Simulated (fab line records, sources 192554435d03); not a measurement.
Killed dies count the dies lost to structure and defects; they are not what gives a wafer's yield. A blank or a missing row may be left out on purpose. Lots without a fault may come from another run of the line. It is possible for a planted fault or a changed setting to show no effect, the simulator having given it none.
Which of the tools did it? -- flow n5Finfet -- 8 lots with 24 wafers sampled at 5 steps, on a route of 1938 steps

WHAT EACH GAUGE READ, for each wafer
N5_BEOL_M4_RC_MEAS_101. Usual: DIBL_N 36.4 mV/V, standard deviation 1.2; DIBL_P 36.1 mV/V, standard deviation 1.6; IOFF_N 0.156 nA/um, standard deviation 0.024; IOFF_P 0.21 nA/um, standard deviation 0.031; ION_N 674 uA/um, standard deviation 11; ION_P 463 uA/um, standard deviation 6.9; SS_N 71.5 mV/dec, standard deviation 0.5; SS_P 73.2 mV/dec, standard deviation 0.55; VT_N 250.0 mV, standard deviation 2.9; VT_P -250 mV, standard deviation 3.6.
lot,measured,on,DIBL_N (mV/V),DIBL_P (mV/V),IOFF_N (nA/um),IOFF_P (nA/um),ION_N (uA/um),ION_P (uA/um),SS_N (mV/dec),SS_P (mV/dec),VT_N (mV),VT_P (mV),flag
L592,day 8 05:44,prober-01,37.3 38.7 36.8,38.3 39.4 37.6,0.181 0.208 0.167,0.23 0.24 0.21,680 684 674,469 464 459,72.1 72.1 72.4,73.3 73.8 73.3,247.3 244.2 247.0,-250 -249 -251,
L596,day 8 23:57,prober-01,36.8 38.0 37.1,35.8 36.4 36.3,0.182 0.195 0.185,0.28 0.28 0.29,676 683 681,470 467 471,71.2 72.1 71.8,73.6 74.5 73.5,250.4 247.6 247.4,-245 -242 -243,
L599,day 10 06:21,prober-02,39.1 37.1 38.8,38.8 35.5 38.1,0.219 0.158 0.207,0.26 0.21 0.25,698 676 698,476 466 471,72.2 71.5 71.7,73.5 73.5 73.9,243.5 249.8 244.3,-246 -249 -246,
L600,day 10 10:08,prober-02,36.3 36.3 36.1,35.8 35.8 35.7,0.159 0.161 0.152,0.21 0.21 0.21,687 685 668,467 472 458,71.9 71.1 70.8,73.7 74.1 73.5,249.2 248.0 249.3,-251 -251 -250,
L604,day 11 03:54,prober-02,36.6 35.8 34.6,35.0 34.9 33.3,0.154 0.151 0.127,0.19 0.18 0.17,681 684 665,463 460 452,71.8 71.6 71.5,73.3 73.0 73.3,252.5 249.4 253.1,-252 -254 -257,
L606,day 11 15:52,prober-01,36.6 37.2 35.9,34.7 35.6 34.3,0.131 0.152 0.130,0.19 0.19 0.17,657 670 664,461 458 460,71.2 71.5 71.3,73.2 73.2 73.3,252.3 250.9 251.3,-251 -251 -252,
L611,day 13 12:59,prober-02,37.2 35.7 36.0,36.8 34.9 34.9,0.152 0.127 0.134,0.20 0.18 0.18,674 669 681,464 462 464,71.7 71.3 71.2,72.6 72.5 72.6,251.9 253.1 253.8,-254 -254 -255,
L613,day 14 02:44,prober-01,35.8 35.0 35.1,35.8 34.4 34.8,0.156 0.141 0.140,0.19 0.17 0.17,678 674 681,464 452 464,71.4 72.0 71.5,73.8 73.3 72.8,248.1 251.6 248.5,-253 -255 -254,

EACH LOT AND THE TOOL THAT RAN IT (in order: tool; ch and the chambers of the sampled wafers; start)
lot,N5_SDB_STRIP_21,N5_SDB_HM_OPEN_20,N5_DUMMY_REMOVAL_STRIP_10,N5_HKMG_FIN_ETCH_58
L592,"rieDiel-01 ch 0,2, day 4 06:48","rieDiel-01 ch 0,2, day 4 06:49","rieDiel-06 ch 0,2, day 4 11:14","rieDiel-02 ch 1,2,3, day 4 13:05"
L596,"rieDiel-01 ch 0,1,2, day 5 05:55","rieDiel-01 ch 0,1,2, day 5 05:56","rieDiel-05 ch 1,2,3, day 5 09:47","rieDiel-02 ch 2,3, day 5 11:43"
L599,"rieDiel-03 ch 0,1,3, day 6 00:18","rieDiel-03 ch 0,1,3, day 6 00:19","rieDiel-06 ch 0,1,3, day 6 04:08","rieDiel-02 ch 0,1,3, day 6 06:00"
L600,"rieDiel-02 ch 0,1, day 6 11:34","rieDiel-02 ch 0,1, day 6 11:35","rieDiel-06 ch 0,1, day 6 15:16","rieDiel-01 ch 0,3, day 6 17:00"
L604,"rieDiel-02 ch 0,2,3, day 7 07:25","rieDiel-02 ch 0,2,3, day 7 07:26","rieDiel-06 ch 0,1,2, day 7 11:08","rieDiel-02 ch 0,2,3, day 7 12:59"
L606,"rieDiel-03 ch 1,2,3, day 7 17:20","rieDiel-03 ch 1,2,3, day 7 17:22","rieDiel-06 ch 2,3, day 7 21:16","rieDiel-02 ch 0,2,3, day 7 23:18"
L611,"rieDiel-03 ch 1,3, day 9 01:11","rieDiel-03 ch 1,3, day 9 01:13","rieDiel-06 ch 0,2,3, day 9 05:06","rieDiel-02 ch 1,3, day 9 06:50"
L613,"rieDiel-02 ch 2,3, day 9 09:47","rieDiel-02 ch 2,3, day 9 09:48","rieDiel-04 ch 0,2, day 9 13:53","rieDiel-01 ch 0,2, day 9 15:45"
- N5_SDB_STRIP_21: strips in CF4.
- N5_SDB_HM_OPEN_20: chemistry CH3F/O2, target SiNx, stops on poly-Si, target depth 24 nm.
- N5_DUMMY_REMOVAL_STRIP_10: strips in N2/H2, time 40 s.
- N5_HKMG_FIN_ETCH_58: etches SOC in N2/H2, target depth 215.8 nm, time 741 s.

AS READ BY THE TOOLS THEMSELVES (means over the sampled wafers that have a number; for cases with no such wafer, the mark the record gives instead)
N5_SDB_STRIP_21. Usual: drypumpMotorCurrentA 5.8 A, standard deviation 0.47; oesProductAu 0.77 a.u., standard deviation 0.087; rfFwdPowerW 292.8 W, standard deviation 0.99; rfVppV 271.2 V, standard deviation 1.6; showerheadPlenumPTorr 1.79 Torr, standard deviation 0.053; throttleValvePct 13.50 %, standard deviation 0.26.
lot,tool,drypumpMotorCurrentA (A),oesProductAu (a.u.),rfFwdPowerW (W),rfVppV (V),showerheadPlenumPTorr (Torr),throttleValvePct (%),flag
L592,rieDiel-01,5.8,0.76,292.6,270.6,1.81,13.32,
L596,rieDiel-01,5.9,0.80,292.3,270.3,1.79,13.33,
L599,rieDiel-03,6.1,0.71,293.8,271.0,1.80,13.66,
L600,rieDiel-02,5.2,0.76,292.4,271.5,1.77,13.29,
L604,rieDiel-02,5.7,0.85,292.5,272.4,1.82,13.44,
L606,rieDiel-03,6.2,0.71,293.1,270.3,1.78,13.69,
L611,rieDiel-03,6.1,0.70,292.9,271.9,1.80,13.83,
L613,rieDiel-02,5.7,0.87,293.0,272.1,1.82,13.63,

N5_SDB_HM_OPEN_20. Usual: drypumpMotorCurrentA 5.8 A, standard deviation 0.47; oes_f_703_au 0.78 a.u., standard deviation 0.091; oes_o_777_au 0.78 a.u., standard deviation 0.088; oesProductAu 0.64 a.u., standard deviation 0.072; rfFwdPowerW 392.4 W, standard deviation 1.4; rfVppV 296.2 V, standard deviation 3; showerheadPlenumPTorr 2.00 Torr, standard deviation 0.064; throttleValvePct 16.26 %, standard deviation 0.25.
lot,tool,drypumpMotorCurrentA (A),oes_f_703_au (a.u.),oes_o_777_au (a.u.),oesProductAu (a.u.),rfFwdPowerW (W),rfVppV (V),showerheadPlenumPTorr (Torr),throttleValvePct (%),flag
L592,rieDiel-01,5.8,0.78,0.77,0.63,392.9,292.1,2.03,16.07,
L596,rieDiel-01,5.9,0.82,0.81,0.67,392.0,292.5,2.01,16.09,
L599,rieDiel-03,6.1,0.71,0.72,0.59,393.7,296.6,2.01,16.37,
L600,rieDiel-02,5.3,0.79,0.78,0.63,391.8,295.6,1.98,16.04,
L604,rieDiel-02,5.7,0.87,0.86,0.68,392.3,296.0,2.03,16.22,
L606,rieDiel-03,6.2,0.72,0.73,0.59,392.1,296.9,1.98,16.42,
L611,rieDiel-03,6.1,0.71,0.71,0.58,393.0,295.7,2.01,16.59,
L613,rieDiel-02,5.7,0.89,0.88,0.71,392.9,294.3,2.03,16.44,

N5_DUMMY_REMOVAL_STRIP_10. Usual: drypumpMotorCurrentA 5.8 A, standard deviation 0.39; oesProductAu 0.76 a.u., standard deviation 0.081; rfVppV 45.4 V, standard deviation 0.94; showerheadPlenumPTorr 3.38 Torr, standard deviation 0.1; throttleValvePct 12.27 %, standard deviation 0.24.
lot,tool,drypumpMotorCurrentA (A),oesProductAu (a.u.),rfVppV (V),showerheadPlenumPTorr (Torr),throttleValvePct (%),flag
L592,rieDiel-06,5.8,0.73,45.1,3.49,12.23,
L596,rieDiel-05,5.4,0.83,45.2,3.32,12.03,
L599,rieDiel-06,5.6,0.74,46.2,3.41,12.18,
L600,rieDiel-06,5.8,0.72,44.8,3.40,12.27,
L604,rieDiel-06,5.8,0.72,46.3,3.40,12.29,
L606,rieDiel-06,5.7,0.73,46.2,3.49,12.22,
L611,rieDiel-06,5.6,0.72,45.3,3.48,12.23,
L613,rieDiel-04,6.3,0.91,44.8,3.29,12.11,

N5_HKMG_FIN_ETCH_58. Usual: drypumpMotorCurrentA 5.9 A, standard deviation 0.41; oesProductAu 0.79 a.u., standard deviation 0.091; rfFwdPowerW 874.0 W, standard deviation 2.6; rfVppV 99.2 V, standard deviation 0.81; showerheadPlenumPTorr 2.56 Torr, standard deviation 0.083; throttleValvePct 17.66 %, standard deviation 0.23.
lot,tool,drypumpMotorCurrentA (A),oesProductAu (a.u.),rfFwdPowerW (W),rfVppV (V),showerheadPlenumPTorr (Torr),throttleValvePct (%),flag
L592,rieDiel-02,5.4,0.75,873.2,98.8,2.54,17.90,
L596,rieDiel-02,5.7,0.78,874.0,99.0,2.58,17.89,
L599,rieDiel-02,5.4,0.78,875.3,99.8,2.52,17.65,
L600,rieDiel-01,6.2,0.75,873.6,100.4,2.64,17.57,
L604,rieDiel-02,5.7,0.86,874.9,99.4,2.58,17.68,
L606,rieDiel-02,5.7,0.96,1086.5,92.1,2.58,17.68,OFF
L611,rieDiel-02,5.2,0.81,1085.3,91.1,2.46,17.81,OFF
L613,rieDiel-01,6.0,0.88,874.7,99.1,2.58,17.36,

THE ANSWER, worked out from the rows above alone
Rule: lot off if the mean of its wafers having a number is beyond 3 standard deviations from the usual mean. Also off: a lot with no number at a reading for which 4 or more lots have one. All remaining lots with rows at the step are treated as sound. The gauges are gone through in route order, then the tools' own readings, and for those a lot's mean is taken as printed above. At the first step where some lot is off, the reading lying furthest off is the one used; lots without a number count as furthest.
Off: L606, L611 (N5_HKMG_FIN_ETCH_58, rfFwdPowerW).
If a tool, at that step or one of the process steps before it, ran each lot that is off and ran no sound lot following the first of them, it fits. Can't be told from this: 3 tools fit, rieDiel-03 at N5_SDB_STRIP_21 and N5_SDB_HM_OPEN_20, rieDiel-06 at N5_DUMMY_REMOVAL_STRIP_10, rieDiel-02 at N5_HKMG_FIN_ETCH_58.

WHAT WAS PUT IN BY THE SIMULATOR
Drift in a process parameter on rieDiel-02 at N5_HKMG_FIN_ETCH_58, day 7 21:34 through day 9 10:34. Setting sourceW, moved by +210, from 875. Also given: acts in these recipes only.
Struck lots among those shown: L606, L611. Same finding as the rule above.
